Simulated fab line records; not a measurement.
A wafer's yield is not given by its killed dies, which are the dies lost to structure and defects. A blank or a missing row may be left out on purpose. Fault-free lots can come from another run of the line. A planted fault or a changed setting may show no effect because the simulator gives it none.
A struck lot beside a sound one	flow n5 finfet	36 out of 1938 route steps
Sound: these wafers, L920.2, L920.3, L920.6. The struck wafers were L923.1, L923.2, L923.4. The cause is named last.
Order at every step that has rows: each side's tool, ch and its chambers, its first start. Under that, the readings that differ: sound wafers	struck wafers	difference of the means	sigmas: that difference in standard deviations of wafers without a fault.
alike: readings whose means differ by less than 2 such deviations, and words and numbers that are the same on both sides. not compared: withheld readings, readings that some wafer has no value for, bounds like >300 that may hide the same value, and numbers for which the record gives no deviation and whose values overlap.
A row with sigmas, a row that says differs or no value, or rows on one side alone: a step with any of these is where the two part. Non-overlapping numbers with no deviation appear without sigmas and do not part them. A reading that every wafer of one side lacks parts them only if that side has two wafers or more.

first, 9 steps without rows for these wafers: N5_STI_FIN_REVEAL_PRECLEAN_18 (cleans in SC2, time 45 s); N5_STI_FIN_REVEAL_SRD_28 (time 30 s); N5_DUMMY_GATE_PRECLEAN_00 (cleans in O3/DIW, time 60 s); N5_DUMMY_GATE_SRD_01 (time 30 s); N5_DUMMY_GATE_ALD_02 (deposits SiO2, target thk 2 nm, pulse time 1 s); N5_DUMMY_GATE_CVD_03 (deposits a-Si from SiH4, target thk 150 nm, time 8042 s); N5_DUMMY_GATE_PRECLEAN_46 (cleans in DIW, time 89.5 s); N5_DUMMY_GATE_SRD_47 (dry time 32 s); N5_DUMMY_GATE_CMP_04 (polishes a-Si).
N5_DUMMY_GATE_HM_DEP_06: deposits SiNx from DCS/NH3, target thk 80 nm, time 5141 s.
  sound on lpcvd-01 ch 1/100,1/114,1/95, day 4 05:15; struck on lpcvd-01 ch 0/40,0/45,0/54, day 5 00:58
reading	sound	struck	difference	sigmas
spike tc lower C (C)	701.8 701.8 701.8	700.2 700.2 700.2	-1.6	-2
model.SiNx_of_DUMMY_GATE_HM_DEP_06.thk nm (nm)	80.6 81.2 80.4	103.2 103.4 103.8	+22.7	
  alike: spike tc bottom C, spike tc centre C, zone power upper pct
then, 24 steps without rows for these wafers: N5_DUMMY_GATE_PECVD_30 (deposits SiO2 from TEOS/O2, target thk 55 nm, time 10.8 s); N5_DUMMY_GATE_COAT_34 (time 60 s, resist thk 60 nm); N5_DUMMY_GATE_COAT_35 (time 60 s, resist thk 10 nm); N5_DUMMY_GATE_COAT_28 (time 60 s, resist thk 10 nm); N5_DUMMY_GATE_COAT_09 (resist thk 30 nm); N5_DUMMY_GATE_EBR_11; N5_DUMMY_GATE_SOFTBAKE_10 (time 60 s); N5_DUMMY_GATE_EXPOSE_12 (exposes mask GATE, target cd 25 nm); N5_DUMMY_GATE_PEB_13 (peb time 60 s); N5_DUMMY_GATE_DEVELOP_14 (develop time 30 s); N5_DUMMY_GATE_DESCUM_20 (chemistry O2, time 6.2 s); N5_DUMMY_GATE_ETCH_29 (etches underlayer in N2/H2, target depth 13 nm); N5_DUMMY_GATE_ETCH_36 (etches SiARC in CF4, target depth 13 nm); N5_DUMMY_GATE_ETCH_37 (etches SOC in N2/H2, target depth 60 nm, overetch 30 nm); N5_DUMMY_GATE_STRIP_38 (strips in N2/H2); N5_DUMMY_GATE_STRIP_39 (strips in N2/H2); N5_DUMMY_GATE_TRIM_49 (chemistry O2, time 29 s, target cd 14 nm); N5_DUMMY_GATE_STRIP_40 (strips in CF4); N5_DUMMY_GATE_ETCH_31 (etches SiO2 in C4F6/O2, target depth 82.5 nm, time 27.5 s); N5_DUMMY_GATE_STRIP_41 (strips in O2); N5_DUMMY_GATE_HM_OPEN_21 (chemistry CH3F/O2, target SiNx, target depth 120 nm, time 171.4 s); N5_DUMMY_GATE_ETCH_32 (etches SiO2 in CF4, target depth 3.5 nm, time 3.9 s); N5_DUMMY_GATE_ETCH_23 (etches poly-Si in HBr/Cl2/O2, target depth 41 nm, time 22.3 s); N5_DUMMY_GATE_ETCH_44 (etches poly-Si in HBr/O2, stops on SiO2, target depth 127.5 nm).
N5_ILD0_CMP_03: polishes, stops on SiNx, t overpolish 1.9 s, target thk 197.38 nm.
  sound on cmp-03 ch 1,2, day 5 03:16; struck on cmp-01 ch 0,1,3, day 5 20:55
reading	sound	struck	difference	sigmas
time to endpoint s (s)	65 70 66	75 77 73	+8	+2
model.SiNx_of_DUMMY_GATE_HM_DEP_06.thk nm (nm)	77.6 78 77.4	100.2 100.4 100.6	+22.7	
  alike: motor current A, overpolish run s
-- the record jumps here: 10 days lie between the struck wafers' starts before and after (it left off in module ILD0 and takes up again in module PASSIVATION, whose first step shown is number 1936 of the route) --
N5_PASSIVATION_PROBE_49:
  struck on prober-02, day 16 02:35; sound on prober-02, day 15 10:26
  alike: killed_at_M0_to_M3, killed_at_M4_up, killed at contacts, killed at front end, killed at other, killed dies, killed open, killed short

## WHERE THEY PART
Last at N5_ILD0_CMP_03 as far as this record goes, first at N5_DUMMY_GATE_HM_DEP_06. Later steps at which nothing parts them and some readings are alike: N5_PASSIVATION_PROBE_49.

WHY: whatever the simulator had introduced
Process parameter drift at N5_DUMMY_GATE_HM_DEP_06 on lpcvd-01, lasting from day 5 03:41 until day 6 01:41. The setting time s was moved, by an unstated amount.
